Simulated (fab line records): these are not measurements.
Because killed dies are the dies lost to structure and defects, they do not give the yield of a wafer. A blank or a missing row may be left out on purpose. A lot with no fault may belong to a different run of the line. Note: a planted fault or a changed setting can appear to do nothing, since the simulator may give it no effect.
Struck lot and sound lot, side by side || flow n5_finfet || 15 out of 1938 route steps
Sound: wafers L786.2, L786.3, L786.5. Struck: wafers L797.2, L797.6 (left out: L797.1, a lot-mate that was not struck); the cause follows at the end.
Per side, at each step with rows, come the tool, then ch with its chambers, and then its first start. Under that, the readings that differ: sound wafers || struck wafers || difference of the means || sigmas: that difference in standard deviations of wafers without a fault.
alike: readings whose means differ by less than 2 such deviations, and words and numbers that are the same on both sides. not compared: withheld readings, readings that some wafer has no value for, bounds like >300 that may hide the same value, and numbers for which the record gives no deviation and whose values overlap.
A row with sigmas, a row that says differs or no value, or rows on one side alone: a step with any of these is where the two part. Non-overlapping numbers with no deviation appear without sigmas and do not part them. Lack of a reading on every wafer of one side parts them only where that side has two or more wafers.

first, 4 steps without rows for these wafers: N5_BEOL_M8_SOFTBAKE_06 (time 60 s); N5_BEOL_M8_EXPOSE_08 (exposes mask M8); N5_BEOL_M8_PEB_09 (peb time 60 s); N5_BEOL_M8_DEVELOP_10 (develop time 30 s).
N5_BEOL_M8_CD_MEAS_11: the cd target is 38.5 nm.
  sound on cd_sem-01 ch 0, day 10 10:14; struck on cd_sem-03 ch 0, day 13 18:50
  alike: cd_nm
N5_BEOL_M8_OVL_MEAS_12:
  sound on overlay-01 ch 0, day 10 10:16; struck on overlay-02 ch 0, day 13 18:52
  alike: M8_OVL
N5_BEOL_M8_INSPECT_13: inspects for defects (brightfield).
  sound: defect_inspect-01 at day 10 10:17; struck: defect_inspect-02 at day 13 18:53
  alike: raw_defect_count
N5_BEOL_M8_DESCUM_16: chemistry O2, time 7.9 s.
  sound on rie_diel-04 ch 0,1,3, day 10 10:25; struck on rie_diel-03 ch 2, day 13 18:55
{"reading": "oes_product_au (a.u.)", "sound": "0.87 0.86 0.97", "struck": "0.70 0.70", "difference": -0.20, "sigmas": -2}
{"reading": "showerhead_plenum_p_Torr (Torr)", "sound": "2.22 2.04 2.22", "struck": "1.97 1.97", "difference": -0.19, "sigmas": -2}
  alike: drypump_motor_current_A, rf_vpp_V, throttle_valve_pct
  not compared: rf_hours_counter_h
N5_BEOL_M8_ETCH_61: etches SiARC in CF4, target depth 45.5 nm, time 75.8 s.
  sound on rie_diel-04 ch 0,1,3, day 10 10:26; struck on rie_diel-03 ch 2, day 13 18:58
{"reading": "oes_product_au (a.u.)", "sound": "0.73 0.73 0.82", "struck": "0.59 0.60", "difference": -0.17, "sigmas": -2}
{"reading": "rf_vpp_V (V)", "sound": "185.5 183.4 186.3", "struck": "181.4 182.6", "difference": -3.1, "sigmas": -2}
{"reading": "showerhead_plenum_p_Torr (Torr)", "sound": "2.26 2.09 2.28", "struck": "2.03 2.03", "difference": -0.18, "sigmas": -2}
{"reading": "throttle_valve_pct (%)", "sound": "15.23 15.48 15.52", "struck": "15.86 15.84", "difference": "+0.44", "sigmas": "+2"}
  alike: drypump_motor_current_A, etch_rf_on_time_s
  not compared: rf_hours_counter_h
N5_BEOL_M8_ETCH_62: etches SOC in N2/H2, target depth 110 nm, overetch 22 nm, time 165 s.
  sound on rie_diel-04 ch 0,1,3, day 10 10:30; struck on rie_diel-03 ch 2, day 13 19:01
{"reading": "oes_product_au (a.u.)", "sound": "0.73 0.73 0.82", "struck": "0.59 0.59", "difference": -0.17, "sigmas": -3}
{"reading": "rf_vpp_V (V)", "sound": "528.1 521.4 528.6", "struck": "519.4 520.6", "difference": -6.0, "sigmas": -2}
{"reading": "showerhead_plenum_p_Torr (Torr)", "sound": "2.70 2.48 2.71", "struck": "2.41 2.41", "difference": -0.22, "sigmas": -2}
  alike: drypump_motor_current_A, throttle_valve_pct
  not compared: rf_hours_counter_h
then, 1 step without rows for these wafers: N5_BEOL_M8_STRIP_68 (strips in N2/H2).
N5_BEOL_M8_STRIP_67: strips in CF4.
  sound on rie_diel-04 ch 0,1,3, day 10 10:38; struck on rie_diel-03 ch 2, day 13 19:10
{"reading": "oes_product_au (a.u.)", "sound": "0.86 0.87 0.96", "struck": "0.70 0.70", "difference": -0.20, "sigmas": -2}
{"reading": "rf_vpp_V (V)", "sound": "273.5 272.0 273.6", "struck": "269.0 268.4", "difference": -4.3, "sigmas": -3}
{"reading": "showerhead_plenum_p_Torr (Torr)", "sound": "1.90 1.75 1.91", "struck": "1.70 1.70", "difference": -0.15, "sigmas": -2}
{"reading": "throttle_valve_pct (%)", "sound": "13.24 13.41 13.43", "struck": "13.84 13.86", "difference": "+0.49", "sigmas": "+2"}
  alike: drypump_motor_current_A, power_w
  not compared: rf_hours_counter_h
N5_BEOL_M8_HM_OPEN_17: chemistry Cl2/BCl3, target TiN, target depth 20 nm, overetch 6 nm.
  sound on rie_metal-02 ch 0, day 10 10:41; struck on rie_metal-03 ch 1, day 13 19:12
{"reading": "model.SOC_of_BEOL_M8_COAT_59.thk_nm (nm)", "sound": "92.4 92.2 92.4", "struck": "93 92.8", "difference": "+1", "sigmas": ""}
  alike: bcl3_flow_sccm, drypump_motor_current_A, he_backside_leak_sccm, oes_ar_750_au, oes_product_au, throttle_valve_pct
  not compared: rf_hours_counter_h
N5_BEOL_M8_STRIP_19: strips in O2.
  sound on rie_diel-04 ch 2,3, day 10 10:48; struck on rie_diel-04 ch 0,2, day 13 19:19
  alike: drypump_motor_current_A, oes_product_au, rf_vpp_V, showerhead_plenum_p_Torr, throttle_valve_pct
  not compared: rf_hours_counter_h
-- a jump in the record: the struck wafers' starts before and after are 3 days apart (it breaks off in module BEOL_M8 and resumes in module PASSIVATION, where the first step shown is number 1936 of the route) --
N5_PASSIVATION_PROBE_49:
  sound: prober-01 at day 13 22:52; struck: prober-01 at day 16 23:26
{"reading": "sort_bin_8_speed (%)", "sound": "0.08 0 0", "struck": "0 0", "difference": "+0", "sigmas": -4}
  alike: defect_limited_yield, killed_at_M0_to_M3, killed_at_M4_up, killed_at_contacts, killed_at_front_end, killed_at_other, killed_dies, killed_open, killed_short, sort_bin_5_function, sort_bin_6_memory, sort_n_pass, sort_yield_pct

## WHERE THEY PART
Earliest at N5_BEOL_M8_DESCUM_16; latest, in this record, at N5_PASSIVATION_PROBE_49.

WHY: what had been put in by the simulator
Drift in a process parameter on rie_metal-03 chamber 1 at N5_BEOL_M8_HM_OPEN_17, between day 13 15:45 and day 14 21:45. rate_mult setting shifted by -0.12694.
